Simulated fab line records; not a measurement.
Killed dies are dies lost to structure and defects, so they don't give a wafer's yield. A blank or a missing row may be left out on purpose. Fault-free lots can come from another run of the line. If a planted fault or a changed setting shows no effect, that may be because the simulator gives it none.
A struck lot beside a sound one ; flow n5_finfet ; 21 out of 1938 route steps
Sound: the wafers L418.1, L418.2, L418.5. Wafers struck: L433.1, L433.2, L433.6. The cause is given at the end.
Order at every step that has rows: each side's tool, ch and its chambers, its first start. Under that, the readings that differ: sound wafers ; struck wafers ; difference of the means ; sigmas: that difference in standard deviations of wafers without a fault.
alike: same words and numbers on both sides, and readings whose means sit less than 2 such deviations apart. not compared: any withheld reading, any reading some wafer has no value for, any bound like >300 that may hide the same value, and any number with overlapping values for which the record gives no deviation.
Wherever a step has rows on one side only, a row that says differs or no value, or a row with sigmas, the two part there. Numbers that have no deviation but don't overlap get no sigmas and don't part them. A reading that every wafer of one side lacks parts them only if that side has two wafers or more.

first, 10 steps without rows for these wafers: N5_BEOL_M8_DESCUM_16 (chemistry O2, time 7.9 s); N5_BEOL_M8_ETCH_61 (etches SiARC in CF4, target depth 45.5 nm, time 75.8 s); N5_BEOL_M8_ETCH_62 (etches SOC in N2/H2, target depth 110 nm, overetch 22 nm, time 165 s); N5_BEOL_M8_STRIP_68 (strips in N2/H2); N5_BEOL_M8_STRIP_67 (strips in CF4); N5_BEOL_M8_HM_OPEN_17 (chemistry Cl2/BCl3, target TiN, target depth 20 nm, overetch 6 nm); N5_BEOL_M8_STRIP_19 (strips in O2); N5_BEOL_M8_COAT_63 (time 60 s, resist thk 60 nm); N5_BEOL_M8_COAT_64 (time 60 s, resist thk 12 nm); N5_BEOL_M8_COAT_71 (time 60 s, resist thk 5 nm).
N5_BEOL_M8_COAT_22: resist thk 30 nm.
  sound on litho_track-05 ch 0, day 9 05:20; struck on litho_track-05 ch 0, day 13 18:07
reading;sound;struck;difference;sigmas
spin_speed_rpm (rpm);1501.5 1500.2 1499.2;1293.9 1293.7 1294.8;-206.2;-99 or more
model.CAR-EUV_of_BEOL_M8_COAT_22.thk_nm (nm);30 30 29.8;32.4 32.4 32.4;+2.5;
then, 7 steps without rows for these wafers: N5_BEOL_M8_EBR_24; N5_BEOL_M8_SOFTBAKE_23 (time 60 s); N5_BEOL_M8_EXPOSE_25 (exposes mask V7, target cd 40 nm); N5_BEOL_M8_PEB_26 (peb time 60 s); N5_BEOL_M8_DEVELOP_27 (develop time 30 s); N5_BEOL_M8_DESCUM_33 (chemistry O2, time 7 s); N5_BEOL_M8_ETCH_72 (etches underlayer in N2/H2, target depth 6.5 nm, time 5.2 s).
N5_BEOL_M8_ETCH_65: etches SiARC in CF4, target depth 15.6 nm, time 26 s.
  sound on rie_diel-01 ch 0,1,2, day 9 05:53; struck on rie_diel-06 ch 1,2,3, day 13 18:45
reading;sound;struck;difference;sigmas
model.CAR-EUV_of_BEOL_M8_COAT_22.thk_nm (nm);11 11.2 11;13.4 13.4 13.4;+2.3;
  alike: drypump_motor_current_A, etch_rf_on_time_s, mfc_ar_sccm, oes_product_au, rf_fwd_power_W, rf_vpp_V, showerhead_plenum_p_Torr, throttle_valve_pct
  not compared: rf_hours_counter_h
then, 2 steps without rows for these wafers: N5_BEOL_M8_ETCH_66 (etches SOC in N2/H2, target depth 80 nm, overetch 16 nm, time 120 s); N5_PASSIVATION_PROBE_49.

## WHERE THEY PART
Within this record, at N5_BEOL_M8_COAT_22 only. Later steps at which nothing parts them and some readings are alike: N5_BEOL_M8_ETCH_65.

WHY: the cause the simulator had injected
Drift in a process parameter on litho_track-05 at N5_BEOL_M8_COAT_22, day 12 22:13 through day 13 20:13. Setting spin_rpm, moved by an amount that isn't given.
